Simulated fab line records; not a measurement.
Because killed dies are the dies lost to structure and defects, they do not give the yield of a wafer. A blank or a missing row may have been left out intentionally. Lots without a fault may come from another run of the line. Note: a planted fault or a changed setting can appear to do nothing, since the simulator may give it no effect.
fab line records	flow nand_harc
record: lots: 11	wafers: 33	last_day: 24
route steps=1159 shown P_M2@341 A_M1@1044 A_BONDPAD@1087 END@1159
lots untouched by any fault: they come from a run of this same line in which no faults occurred
start_h: hours from the record's opening day to when the first of the lot's shown wafers began	wait_h: hours elapsed since this lot's preceding step	" the same as in the row above	L1.1+2: a single row standing in for several wafers	- value missing, or start not given	* or withheld: withheld	< > ~ a bound
route shown NAME@n: names a module that has steps shown in the file, with the first one's number in the route	usual: mean/standard deviation of fault-free wafers	same: alike in all rows	chamber/n: place in a boat	sites: the reading at each site	_std_site: how widely they spread, as a standard deviation	_edge_site: outer sites' mean less inner sites'	radius_mm: how far each site lies from the wafer's centre	mask NAME#n: copy n	behind: tool/chamber where the wafer was last shaped	hold: why the lot went on hold/how many hours it stayed there/how the hold came to an end	device: the n, p or np transistor that did not switch	end of line: the route-end tests of the same wafers	a step given without rows: its recipe and nothing more	killed: at the first sort, the dies lost to defects and structure; wafer yield is something else	map: the dies of a wafer, with x for killed, . for not killed, _ for no die there
set.NAME: setting as actually run; set.NAME@STEP: the setting as run at that earlier step	model.NAME: the simulator's own value behind a step, which no gauge read
a sample of lots followed through the steps of the route, with each step as a table and each wafer as a row
services: when a tool's chamber went out of use (start_h, in hours from the record's first day, below 0 if earlier), for how many hours, and the reason
== steps ==
step: NHARC_P_M2_PVD_21
recipe: target_thk_a: 300	chamber_pressure_pa: 5	power_w: 5000	substrate_temp_c: 30	time_s: 20.49	material: Cu
usual: cathode_dc_power_W: 5000.1/0.92	throttle_valve_pct: 30.2/0.65
lot.wafer	tool	chamber	start_h	wait_h	cathode_dc_power_W	throttle_valve_pct
L748.2	pvd_sputter-03	-	128.88	-	5000.0	29.6
L748.4	"	-	"	"	5002.2	30.9
L748.6	"	-	"	"	4999.1	29.8
L750.4	pvd_sputter-01	-	131.57	-	5000.7	30.5
L750.5	"	-	"	"	5000.6	30.6
L750.6	"	-	"	"	5000.3	30.5
L749.1	pvd_sputter-03	-	136.25	-	5000.8	29.5
L749.2	"	-	"	"	5000.6	29.8
L749.6	"	-	"	"	4999.8	31.0
L754.4	pvd_sputter-03	-	160.23	-	5002.9	29.8
L754.5	"	-	"	"	5000.5	29.6
L754.6	"	-	"	"	5001.1	30.8
L755.1	pvd_sputter-03	-	169.60	-	4999.6	29.7
L755.3	"	-	"	"	4999.1	29.7
L755.6	"	-	"	"	4999.9	30.2
L758.1	pvd_sputter-01	-	183.60	-	5000.5	31.2
L758.3	"	-	"	"	4997.5	29.1
L758.2	"	-	"	"	4999.5	31.0
L759.2	pvd_sputter-01	-	190.84	-	5000.6	30.9
L759.1	"	-	"	"	5000.6	28.7
L759.5	"	-	"	"	4999.8	30.9
L761.1	pvd_sputter-01	-	203.66	-	5000.1	30.9
L761.2	"	-	"	"	4999.0	31.1
L761.6	"	-	"	"	4998.9	29.2
L765.4	pvd_sputter-03	-	230.14	-	5000.6	29.6
L765.1	"	-	"	"	5000.5	31.0
L765.5	"	-	"	"	5000.8	29.7
L769.1	pvd_sputter-03	-	252.04	-	4999.2	29.8
L769.4	"	-	"	"	4999.2	31.1
L769.5	"	-	"	"	5000.4	29.9
L770.2	pvd_sputter-03	-	256.80	-	4998.3	30.9
L770.4	"	-	"	"	4999.5	29.9
L770.5	"	-	"	"	4998.4	29.7
step: NHARC_A_M1_ETCH_28
recipe: target_depth_a: 300	over_etch_frac: 0.3	time_s: 72.99	ion_energy_ev: 150	cf4_flow_sccm: 50	n2_flow_sccm: 100	ar_flow_sccm: 150	rf_w: 300	bias_w: 100	chemistry: CF4/N2
usual: chamber_pressure_mTorr: 30.002/0.028	drypump_motor_current_A: 5.8/0.48	n2_flow_sccm: 100.05/0.29	oes_product_au: 0.993/0.01	rf_vpp_V: 313.3/1.9	showerhead_plenum_p_Torr: 2.58/0.1	throttle_valve_pct: 19.793/0.0083
lot.wafer	tool	chamber	start_h	wait_h	chamber_pressure_mTorr	drypump_motor_current_A	n2_flow_sccm	oes_product_au	rf_hours_counter_h	rf_vpp_V	showerhead_plenum_p_Torr	throttle_valve_pct
L750.4	rie_diel-06	3	-	-	30.006	5.6	99.98	0.997	8.0	314.5	2.68	19.788
L750.5	"	2	"	"	30.057	4.8	100.16	0.995	-	311.2	2.55	19.790
L750.6	"	3	"	"	29.980	5.6	99.97	1.004	-	315.7	2.68	19.783
L748.4	rie_diel-12	1	-	-	30.021	6.0	100.64	0.994	2.3	309.7	2.46	19.796
L748.2	"	0	"	"	29.949	6.1	99.77	0.999	2.8	312.6	2.54	19.797
L748.6	"	2	"	"	30.003	5.2	100.00	1.002	-	311.9	2.45	19.805
L749.2	rie_diel-07	0	-	-	29.992	5.5	100.11	0.981	0.3	309.3	2.47	19.800
L749.1	"	1	"	"	30.006	6.6	100.16	0.993	0.3	312.1	2.51	19.799
L749.6	"	3	"	"	30.023	6.0	99.88	0.999	-	311.6	2.49	19.798
L754.4	rie_diel-06	0	-	-	30.046	6.3	99.94	0.998	0.3	313.8	2.59	19.782
L754.6	"	0	"	"	30.006	6.3	100.22	0.997	-	314.7	2.59	19.797
L754.5	"	1	"	"	29.990	6.2	100.15	1.001	-	315.4	2.72	19.795
L755.3	rie_diel-06	0	-	-	29.974	6.3	99.94	0.998	1.6	313.3	2.59	19.808
L755.1	"	2	"	"	29.984	4.8	99.71	0.992	1.5	313.7	2.55	19.803
L755.6	"	0	"	"	29.963	6.3	100.62	0.997	-	313.5	2.59	19.786
L758.3	rie_diel-06	2	-	-	29.983	4.8	100.43	0.993	2.1	313.7	2.55	19.808
L758.1	"	3	"	"	30.065	5.6	100.14	0.992	2.3	316.3	2.68	19.802
L758.2	"	1	"	"	30.000	6.2	100.00	0.987	2.4	316.3	2.72	19.793
L761.1	rie_diel-07	1	-	-	30.038	6.6	100.12	0.979	1.4	313.4	2.51	19.787
L761.2	"	2	"	"	29.987	5.7	100.31	0.991	1.5	316.6	2.73	19.810
L761.6	"	1	"	"	30.018	6.6	100.17	0.986	-	312.2	2.51	19.787
L759.2	rie_diel-12	0	-	-	30.040	6.1	100.62	0.984	6.0	313.0	2.54	19.804
L759.1	"	2	"	"	29.976	5.2	99.72	0.999	5.5	311.6	2.45	19.788
L759.5	"	0	"	"	30.020	6.1	100.08	0.984	-	312.5	2.54	19.798
L765.1	rie_diel-07	0	-	-	29.995	5.5	100.03	0.991	2.4	311.6	2.47	19.783
L765.4	"	0	"	"	29.998	5.5	100.05	0.988	-	311.5	2.47	19.791
L765.5	"	3	"	"	29.973	6.0	99.99	1.006	-	310.2	2.49	19.800
L769.1	rie_diel-06	2	-	-	29.983	4.8	100.55	0.993	6.6	310.9	2.55	19.797
L769.5	"	1	"	"	30.036	6.2	100.12	0.995	-	315.8	2.72	19.798
L770.4	rie_diel-06	1	-	-	30.008	6.2	99.71	0.998	6.7	314.8	2.72	19.791
L770.5	"	1	"	"	29.998	6.2	99.88	0.994	-	316.5	2.72	19.803
step: NHARC_A_M1_PRE_CLEAN_30
recipe: time_s: 30	temp_c: 280	gas: H2/He
usual: heater_power_w: 422/50
lot.wafer	tool	chamber	start_h	wait_h	heater_power_w
L750.4	pvd_sputter-01	-	-	-	502
L750.5	"	-	"	"	365
L750.6	"	-	"	"	509
L748.4	pvd_sputter-01	-	-	-	503
L748.2	"	-	"	"	352
L748.6	"	-	"	"	416
L749.2	pvd_sputter-02	-	-	-	398
L749.1	"	-	"	"	446
L749.6	"	-	"	"	401
L754.4	pvd_sputter-01	-	-	-	349
L754.6	"	-	"	"	445
L754.5	"	-	"	"	350
L755.3	pvd_sputter-01	-	-	-	508
L755.1	"	-	"	"	430
L755.6	"	-	"	"	358
L758.1	pvd_sputter-02	-	-	-	428
L758.3	"	-	"	"	405
L758.2	"	-	"	"	440
L761.1	pvd_sputter-01	-	-	-	421
L761.2	"	-	"	"	345
L761.6	"	-	"	"	341
L759.2	pvd_sputter-03	-	-	-	460
L759.1	"	-	"	"	465
L759.5	"	-	"	"	359
L765.4	pvd_sputter-03	-	-	-	468
L765.1	"	-	"	"	445
L765.5	"	-	"	"	362
L769.1	pvd_sputter-03	-	-	-	481
L769.5	"	-	"	"	375
L770.4	pvd_sputter-01	-	-	-	437
L770.5	"	-	"	"	499
step: NHARC_A_BONDPAD_ANNEAL_28
recipe: temp_c: 225	time_s: 90
usual: anneal_temp_c_max: 226.0/0.31	wafer_temp_C_max: 226.33/0.28
lot.wafer	tool	chamber	start_h	wait_h	anneal_temp_c_max	wafer_temp_C_max
L750.4	rtp_anneal-01	0	421.71	0.4	226.3	226.52
L750.5	"	0	"	"	226.5	225.95
L750.6	"	0	"	"	226.2	226.49
L748.2	rtp_anneal-01	0	423.65	0.3	226.4	226.43
L748.4	"	0	"	"	226.8	225.93
L748.6	"	0	"	"	226.3	226.39
L749.1	rtp_anneal-01	0	427.14	-	226.4	226.89
L749.2	"	0	"	"	226.3	226.39
L749.6	"	0	"	"	226.1	226.17
L754.4	rtp_anneal-01	0	443.03	0.4	226.1	225.72
L754.5	"	0	"	"	226.1	226.61
L754.6	"	0	"	"	226.5	226.45
L755.1	rtp_anneal-02	0	452.65	0.3	225.8	226.27
L755.3	"	0	"	"	225.9	226.52
L755.6	"	0	"	"	226.1	226.00
L758.1	rtp_anneal-01	0	464.02	-	226.4	226.49
L758.2	"	0	"	"	226.0	226.22
L758.3	"	0	"	"	225.9	226.08
L761.1	rtp_anneal-01	0	475.97	0.3	226.4	226.06
L761.2	"	0	"	"	226.3	226.22
L761.6	"	0	"	"	226.0	226.39
L759.1	rtp_anneal-02	0	486.24	-	226.0	226.81
L759.2	"	0	"	"	226.1	226.11
L759.5	"	0	"	"	225.7	226.27
L765.1	rtp_anneal-02	0	519.22	-	225.9	226.27
L765.4	"	0	"	"	226.1	227.26
L765.5	"	0	"	"	225.7	226.32
L769.1	rtp_anneal-01	0	524.62	-	226.1	226.55
L769.5	"	0	"	"	226.3	226.09
L770.4	rtp_anneal-02	0	537.12	-	225.7	226.24
L770.5	"	0	"	"	226.2	226.32
step: NHARC_END_SORT_01
recipe: temp_c: 25
usual: defect_limited_yield: 95.5/1.3	killed_at_array: 27/8.8	killed_at_other: 0.4/0.82	killed_at_periphery: 3.1/2.1	killed_dies: 31/8.8	killed_open: 3.3/2	killed_short: 2.0/1.4	sort_bin_2_pct: 1.3/0.56	sort_bin_3_pct: 0.25/0.21	sort_bin_4_pct: 2.9/0.89	sort_n_pass: 646/8.8	sort_rim_yield_pct: 95.8/2.7	sort_yield_pct: 95.5/1.3
same: gross_dies: 677	sort_bin_5_pct[%]: 0	sort_bin_6_pct[%]: 0	sort_bin_7_pct[%]: 0	sort_bin_8_pct[%]: 0	sort_rim_n_gross: 106.00
lot.wafer	tool	chamber	start_h	wait_h	hold	defect_limited_yield[%]	killed_at_array	killed_at_other	killed_at_periphery	killed_dies	killed_open	killed_short	sort_bin_2_pct[%]	sort_bin_3_pct[%]	sort_bin_4_pct[%]	sort_n_pass	sort_rim_yield_pct[%]	sort_yield_pct[%]
L750.4	prober-02	0	454.60	3.4	-	94.7	33	0	3	36	3	4	1.9	0.30	3.1	641	96.2	94.7
L750.5	prober-02	0	455.40	3.7	-	93.5	40	1	3	44	5	3	3.1	0.44	3.0	633	97.2	93.5
L750.6	prober-02	0	456.21	4.0	-	93.4	40	0	5	45	4	3	1.2	0.30	5.2	632	94.3	93.4
L748.2	prober-01	0	459.74	2.8	-	95.7	29	0	0	29	5	3	1.0	0	3.2	648	97.2	95.7
L748.4	prober-01	0	461.35	3.4	-	97.2	18	0	1	19	5	0	0.9	0	1.9	658	97.2	97.2
L748.6	prober-01	0	462.97	4.0	-	96.8	21	0	1	22	2	1	0.7	0	2.5	655	95.3	96.8
L749.1	prober-01	0	466.76	2.5	-	96.8	18	0	4	22	1	4	0.9	0.15	2.2	655	92.5	96.8
L749.2	prober-01	0	467.56	2.8	-	97.0	15	1	4	20	2	1	0.6	0.15	2.2	657	98.1	97.0
L749.6	prober-01	0	470.76	4.0	-	97.0	18	0	2	20	2	4	0.6	0.30	2.1	657	93.4	97.0
L754.4	prober-02	0	477.97	3.4	-	94.8	33	0	2	35	6	1	1.6	0.15	3.4	642	97.2	94.8
L754.5	prober-02	0	478.77	3.7	-	95.4	25	0	6	31	4	3	1.0	0.15	3.4	646	97.2	95.4
L754.6	prober-02	0	479.57	4.0	-	94.8	32	0	3	35	6	1	1.6	0	3.5	642	99.1	94.8
L755.1	prober-02	0	483.35	2.5	-	93.9	37	0	4	41	5	5	1.3	0.74	4.0	636	98.1	93.9
L755.3	prober-02	0	484.97	3.1	-	96.0	26	0	1	27	2	2	1.2	0.44	2.4	650	99.1	96.0
L755.6	prober-02	0	487.39	4.0	-	96.3	22	0	3	25	1	3	1.3	0.44	1.9	652	97.2	96.3
L758.1	prober-02	0	492.00	2.5	-	93.4	37	1	7	45	7	2	1.8	0.30	4.6	632	94.3	93.4
L758.2	prober-02	0	492.80	2.8	-	95.0	27	1	6	34	3	0	0.9	0.44	3.7	643	96.2	95.0
L758.3	prober-02	0	493.61	3.1	-	93.6	36	0	7	43	2	2	1.8	0.44	4.1	634	92.5	93.6
L761.1	prober-02	0	505.39	2.5	-	95.4	24	3	4	31	2	0	1.3	0	3.2	646	93.4	95.4
L761.2	prober-02	0	506.18	2.8	-	96.0	23	2	2	27	7	1	1.3	0.15	2.5	650	93.4	96.0
L761.6	prober-02	0	509.34	3.9	-	95.3	23	5	4	32	3	5	2.7	0.30	1.8	645	95.3	95.3
L759.1	prober-02	0	517.07	2.5	-	97.9	9	0	5	14	2	3	0.6	0	1.5	663	97.2	97.9
L759.2	prober-02	0	517.87	2.8	-	97.0	18	0	2	20	2	0	0.3	0.44	2.2	657	96.2	97.0
L759.5	prober-02	0	520.29	3.7	-	96.6	19	0	4	23	10	1	0.7	0	2.7	654	94.3	96.6
L765.1	prober-02	0	546.00	2.5	-	95.4	26	0	5	31	8	0	1.5	0.30	2.8	646	95.3	95.4
L765.4	prober-02	0	548.40	3.4	-	96.2	24	0	2	26	5	1	1.2	0.15	2.5	651	95.3	96.2
L765.5	prober-02	0	549.20	3.7	-	95.9	27	0	1	28	6	1	1.2	0.30	2.7	649	92.5	95.9
L769.1	prober-01	0	561.68	2.5	await_dispo/4.9h/release	94.7	33	0	3	36	2	0	2.1	0.30	3.0	641	99.1	94.7
L769.4	prober-01	0	564.06	3.4	await_dispo/4.9h/release	0	25	0	652	677	2	2	96.5	0.15	3.4	0	0	0
L769.5	prober-01	0	564.86	3.7	await_dispo/4.9h/release	94.7	35	0	1	36	1	2	1.8	0.30	3.2	641	99.1	94.7
L770.2	prober-02	0	570.12	2.8	await_dispo/1.1h/release	0	53	0	624	677	2	0	94.4	0.15	5.5	0	0	0
L770.4	prober-02	0	571.69	3.4	await_dispo/1.1h/release	93.4	41	0	4	45	7	1	1.6	0.89	4.1	632	94.3	93.4
L770.5	prober-02	0	572.48	3.6	await_dispo/1.1h/release	92.6	49	0	1	50	6	2	2.2	0.30	4.9	627	93.4	92.6
killed by level:class
L750.4 A_CHANNEL_HOLE_D1:chamber_film_flake=13 A_SLIT:chamber_film_flake=9 A_CONTACT:chamber_film_flake=4 A_CONTACT:geometric_particle:short=2 P_GATE:chamber_film_flake=2 P_M2:geometric_particle:open=1 A_CHANNEL_FILL_D1:geometric_particle:open=1 A_CHANNEL_FILL_D1:geometric_particle:short=1
L750.5 A_CHANNEL_HOLE_D1:chamber_film_flake=18 A_SLIT:chamber_film_flake=7 A_STAIRCASE:chamber_film_flake=5 A_CONTACT:chamber_film_flake=5 P_CONTACT:geometric_particle:open=1 P_M0:geometric_particle:short=1 P_M1:geometric_particle:open=1 A_ONON_D1:geometric_particle:short=1
L750.6 A_CHANNEL_HOLE_D1:chamber_film_flake=14 A_SLIT:chamber_film_flake=9 A_CONTACT:chamber_film_flake=6 P_ZERO_WELL:chamber_film_flake=3 A_STAIRCASE:chamber_film_flake=3 A_CHANNEL_FILL_D1:geometric_particle:short=2 A_CONTACT:geometric_particle:open=2 A_ZERO_WELL:chamber_film_flake=2
L748.2 A_SLIT:chamber_film_flake=9 A_STAIRCASE:chamber_film_flake=7 A_ONON_D1:geometric_particle:open=2 A_WL_FILL:geometric_particle:short=2 A_CHANNEL_HOLE_D1:chamber_film_flake=2 A_CONTACT:chamber_film_flake=2 A_CHANNEL_HOLE_D1:geometric_particle:open=1 A_CHANNEL_FILL_D1:geometric_particle:open=1
L748.4 A_SLIT:chamber_film_flake=7 A_CONTACT:chamber_film_flake=3 A_CHANNEL_HOLE_D1:chamber_film_flake=2 P_M0:geometric_particle:open=1 A_SGD_CUT:geometric_particle:open=1 A_WL_FILL:geometric_particle:open=1 A_CONTACT:geometric_particle:open=1 A_M0:geometric_particle:open=1
L748.6 A_SLIT:chamber_film_flake=12 A_CONTACT:chamber_film_flake=4 A_STAIRCASE:chamber_film_flake=3 P_GATE:geometric_particle:open=1 A_CHANNEL_FILL_D1:geometric_particle:short=1 A_SGD_CUT:geometric_particle:open=1
L749.1 A_STAIRCASE:chamber_film_flake=4 A_WL_FILL:chamber_film_flake=4 P_GATE:chamber_film_flake=3 A_CONTACT:chamber_film_flake=2 P_STI:geometric_particle:short=1 A_ONON_D1:geometric_particle:short=1 A_CHANNEL_FILL_D1:geometric_particle:short=1 A_CHANNEL_FILL_D1:geometric_particle:open=1
L749.2 A_WL_FILL:chamber_film_flake=5 A_STAIRCASE:chamber_film_flake=4 A_SLIT:chamber_film_flake=2 A_CONTACT:chamber_film_flake=2 P_M0:geometric_particle:open=1 P_M2:geometric_particle:short=1 A_CHANNEL_HOLE_D1:geometric_particle:open=1 P_ZERO_WELL:chamber_film_flake=1
L749.6 A_WL_FILL:chamber_film_flake=3 A_WL_FILL:geometric_particle:short=2 P_GATE:chamber_film_flake=2 A_CHANNEL_HOLE_D1:chamber_film_flake=2 A_STAIRCASE:chamber_film_flake=2 A_SLIT:chamber_film_flake=2 A_SGD_CUT:geometric_particle:short=1 A_SGD_CUT:geometric_particle:open=1
L754.4 A_CHANNEL_HOLE_D1:chamber_film_flake=13 A_CONTACT:chamber_film_flake=5 A_M1:chamber_film_flake=4 A_STAIRCASE:chamber_film_flake=3 A_SOURCE_PLATE:geometric_particle:open=2 P_M2:geometric_particle:open=1 A_STAIRCASE:geometric_particle:open=1 A_WL_FILL:geometric_particle:short=1
L754.5 A_CHANNEL_HOLE_D1:chamber_film_flake=8 A_STAIRCASE:chamber_film_flake=7 A_CONTACT:chamber_film_flake=3 A_CONTACT:geometric_particle:short=2 A_M1:chamber_film_flake=2 P_CONTACT:geometric_particle:open=1 P_M0:geometric_particle:open=1 P_M1:geometric_particle:open=1
L754.6 A_CHANNEL_HOLE_D1:chamber_film_flake=14 A_STAIRCASE:chamber_film_flake=5 P_ZERO_WELL:chamber_film_flake=3 A_CONTACT:chamber_film_flake=3 A_CONTACT:geometric_particle:open=2 A_BLC:geometric_particle:open=2 A_CHANNEL_FILL_D1:geometric_particle:open=1 A_WL_FILL:geometric_particle:short=1
L755.1 A_CHANNEL_HOLE_D1:chamber_film_flake=19 A_STAIRCASE:chamber_film_flake=6 A_CONTACT:chamber_film_flake=3 A_CHANNEL_FILL_D1:geometric_particle:short=2 A_WL_FILL:geometric_particle:open=2 A_CONTACT:geometric_particle:open=2 P_ZERO_WELL:chamber_film_flake=2 P_STI:geometric_particle:short=1
L755.3 A_CHANNEL_HOLE_D1:chamber_film_flake=15 A_STAIRCASE:chamber_film_flake=3 A_CHANNEL_FILL_D1:geometric_particle:short=2 A_CONTACT:chamber_film_flake=2 A_CONTACT:geometric_particle:open=1 A_BLC:geometric_particle:open=1 P_ZERO_WELL:chamber_film_flake=1 A_ZERO_WELL:chamber_film_flake=1
L755.6 A_CHANNEL_HOLE_D1:chamber_film_flake=15 A_STAIRCASE:chamber_film_flake=2 A_CONTACT:chamber_film_flake=2 P_CONTACT:geometric_particle:short=1 P_M0:geometric_particle:open=1 A_CHANNEL_FILL_D1:geometric_particle:short=1 A_CONTACT:geometric_particle:short=1 P_ZERO_WELL:chamber_film_flake=1
L758.1 A_CHANNEL_HOLE_D1:chamber_film_flake=20 P_BONDPAD:chamber_film_flake=5 A_BONDPAD:chamber_film_flake=4 A_SGD_CUT:chamber_film_flake=3 P_CONTACT:geometric_particle:open=1 A_ONON_D1:geometric_particle:open=1 A_ONON_D1:geometric_particle:short=1 A_CHANNEL_FILL_D1:geometric_particle:open=1
L758.2 A_CHANNEL_HOLE_D1:chamber_film_flake=17 P_BONDPAD:chamber_film_flake=5 A_WL_FILL:chamber_film_flake=3 A_SGD_CUT:chamber_film_flake=2 A_BONDPAD:chamber_film_flake=2 P_GATE:geometric_particle:open=1 A_ONON_D1:geometric_particle:open=1 A_CONTACT:geometric_particle:open=1
L758.3 A_CHANNEL_HOLE_D1:chamber_film_flake=23 A_BONDPAD:chamber_film_flake=8 P_BONDPAD:chamber_film_flake=4 A_WL_FILL:geometric_particle:short=2 P_CONTACT:geometric_particle:open=1 A_BLC:geometric_particle:open=1 P_ZERO_WELL:chamber_film_flake=1 P_STI:chamber_film_flake=1
L761.1 A_SLIT:chamber_film_flake=11 A_CHANNEL_HOLE_D1:chamber_film_flake=7 A_CONTACT:chamber_film_flake=5 THIN_TSV:chamber_film_flake=3 P_GATE:chamber_film_flake=2 P_GATE:geometric_particle:open=1 A_ONON_D1:geometric_particle:open=1 P_ZERO_WELL:chamber_film_flake=1
L761.2 A_CHANNEL_HOLE_D1:chamber_film_flake=6 A_SLIT:chamber_film_flake=5 A_CONTACT:chamber_film_flake=5 A_CONTACT:geometric_particle:open=3 THIN_TSV:chamber_film_flake=2 P_M0:geometric_particle:open=1 A_ONON_D1:geometric_particle:open=1 A_CHANNEL_FILL_D1:geometric_particle:short=1
L761.6 A_SLIT:chamber_film_flake=11 THIN_TSV:chamber_film_flake=5 A_CONTACT:chamber_film_flake=3 A_SOURCE_PLATE:geometric_particle:short=2 P_GATE:chamber_film_flake=2 A_CHANNEL_HOLE_D1:chamber_film_flake=2 P_CONTACT:geometric_particle:open=1 P_M1:geometric_particle:short=1
L759.1 P_GATE:chamber_film_flake=2 A_CHANNEL_HOLE_D1:chamber_film_flake=2 P_M1:geometric_particle:short=1 A_CHANNEL_FILL_D1:geometric_particle:short=1 A_SGD_CUT:geometric_particle:short=1 A_CONTACT:geometric_particle:open=1 A_BLC:geometric_particle:open=1 P_STI:chamber_film_flake=1
L759.2 A_CHANNEL_HOLE_D1:chamber_film_flake=5 A_WL_FILL:chamber_film_flake=4 A_CONTACT:chamber_film_flake=4 A_STAIRCASE:chamber_film_flake=2 A_CHANNEL_FILL_D1:geometric_particle:open=1 A_CONTACT:geometric_particle:open=1 P_STI:chamber_film_flake=1 P_GATE:chamber_film_flake=1
L759.5 A_CHANNEL_HOLE_D1:chamber_film_flake=4 A_STAIRCASE:chamber_film_flake=3 A_CONTACT:geometric_particle:open=2 A_BLC:geometric_particle:open=2 A_WL_FILL:chamber_film_flake=2 P_CONTACT:geometric_particle:open=1 P_M0:geometric_particle:open=1 P_M1:geometric_particle:open=1
L765.1 A_CHANNEL_HOLE_D1:chamber_film_flake=9 A_SLIT:chamber_film_flake=9 P_M0:geometric_particle:open=3 A_M0:geometric_particle:open=2 A_CONTACT:chamber_film_flake=2 A_CONTACT:geometric_particle:open=1 A_WL_FILL:geometric_particle:open=1 A_BLC:geometric_particle:open=1
L765.4 A_SLIT:chamber_film_flake=14 A_CHANNEL_HOLE_D1:chamber_film_flake=3 A_CHANNEL_FILL_D1:geometric_particle:open=2 A_CHANNEL_FILL_D1:geometric_particle:short=1 A_CONTACT:geometric_particle:open=1 A_BLC:geometric_particle:open=1 A_M0:geometric_particle:open=1 P_STI:chamber_film_flake=1
L765.5 A_SLIT:chamber_film_flake=11 A_CHANNEL_HOLE_D1:chamber_film_flake=5 A_CONTACT:chamber_film_flake=4 A_M0:geometric_particle:open=2 P_M0:geometric_particle:open=1 A_ONON_D1:geometric_particle:open=1 A_STAIRCASE:geometric_particle:short=1 A_CONTACT:geometric_particle:open=1
L769.1 A_CHANNEL_HOLE_D1:chamber_film_flake=26 A_STAIRCASE:chamber_film_flake=3 P_M0:geometric_particle:open=1 A_WL_FILL:geometric_particle:open=1 P_GATE:chamber_film_flake=1 P_M1:chamber_film_flake=1 A_SLIT:chamber_film_flake=1 A_WL_FILL:chamber_film_flake=1
L769.4 P_M2:area_pvd=645 A_CHANNEL_HOLE_D1:chamber_film_flake=20 P_GATE:chamber_film_flake=3 P_STI:chamber_film_flake=2 A_STAIRCASE:chamber_film_flake=2 P_CONTACT:geometric_particle:short=1 P_M0:geometric_particle:short=1 A_WL_FILL:geometric_particle:open=1
L769.5 A_CHANNEL_HOLE_D1:chamber_film_flake=25 A_WL_FILL:chamber_film_flake=3 A_CONTACT:chamber_film_flake=3 P_M0:geometric_particle:open=1 A_SOURCE_PLATE:geometric_particle:short=1 A_CHANNEL_FILL_D1:geometric_particle:short=1 A_STAIRCASE:chamber_film_flake=1 A_SLIT:chamber_film_flake=1
L770.2 P_M2:area_pvd=624 A_CHANNEL_HOLE_D1:chamber_film_flake=26 A_SLIT:chamber_film_flake=18 A_CONTACT:chamber_film_flake=3 A_STAIRCASE:chamber_film_flake=2 A_ONON_D1:geometric_particle:open=1 A_SGD_CUT:geometric_particle:open=1 A_WL_FILL:chamber_film_flake=1
L770.4 A_CHANNEL_HOLE_D1:chamber_film_flake=18 A_SLIT:chamber_film_flake=12 A_STAIRCASE:chamber_film_flake=3 A_WL_FILL:geometric_particle:open=2 A_CONTACT:geometric_particle:open=2 P_BONDPAD:chamber_film_flake=2 P_CONTACT:geometric_particle:open=1 P_BONDPAD:geometric_particle:open=1
L770.5 A_CHANNEL_HOLE_D1:chamber_film_flake=22 A_SLIT:chamber_film_flake=12 A_CONTACT:chamber_film_flake=5 A_M0:geometric_particle:open=2 A_BLC:chamber_film_flake=2 A_SOURCE_PLATE:geometric_particle:open=1 A_SOURCE_PLATE:geometric_particle:short=1 A_ONON_D1:geometric_particle:short=1
== services ==
tool	chamber	start_h	hours	kind
pvd_sputter-01	-	105.21	0.5	repair
pvd_sputter-01	-	118.62	0.6	repair
rie_diel-12	-	143.37	0.6	repair
pvd_sputter-01	-	158.00	10.0	pm
rie_diel-07	2	173.27	8.1	repair
pvd_sputter-02	-	188.30	6.9	repair
rie_diel-07	-	228.20	9.0	pm
rie_diel-06	-	241.49	9.0	pm
pvd_sputter-03	-	280.00	10.0	pm
rtp_anneal-02	-	300.00	12.0	pm
pvd_sputter-03	-	309.15	1.9	repair
rie_diel-06	2	321.23	2.6	repair
rie_diel-07	2	328.26	18.7	repair
pvd_sputter-01	-	336.00	10.0	pm
rie_diel-06	3	336.07	35.7	repair
rie_diel-06	-	381.89	0.5	repair
rie_diel-07	2	393.93	6.5	repair
rie_diel-07	-	405.20	9.0	pm
rie_diel-06	-	418.49	9.0	pm
pvd_sputter-03	-	458.00	10.0	pm
pvd_sputter-01	-	475.46	8.3	repair
rie_diel-06	3	480.44	8.1	repair
rie_diel-07	1	510.10	6.6	repair
pvd_sputter-01	-	514.00	10.0	pm
== key ==
first_sign: step: NHARC_END_SORT_01	reading: killed_at_periphery	direction: up	sigmas: 99+	usual: 3.1	struck: 638
effect: step: NHARC_END_SORT_01	reading: sort_bin_2_pct	direction: up	sigmas: 99+	usual: 1.3	struck: 95.4
more_kills_born_at: NHARC_P_M2_PVD_21@pvd_sputter-03: 1269
met_at NHARC_P_M2_PVD_21
struck_lots L769,L770
struck_wafers L769.4,L770.2
later_rows_left_out L769.4,L770.2
not_acting_at NHARC_A_M1_ETCH_28,NHARC_A_M1_PRE_CLEAN_30,NHARC_A_BONDPAD_ANNEAL_28
onset_between 230.14 252.04
fault: kind: process_parameter_drift	tool: pvd_sputter-03	chamber: -	onset_h: 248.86	steps: NHARC_P_M2_PVD_21	channel: target_thk_a	offset: *	shape: step	end_h: 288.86	acts_in: *	stated: *	scope: struck_wafers_only
later_rows_left_out: the simulator's readings of these wafers behind a module that went badly wrong aren't trusted and aren't shown, but for the sort
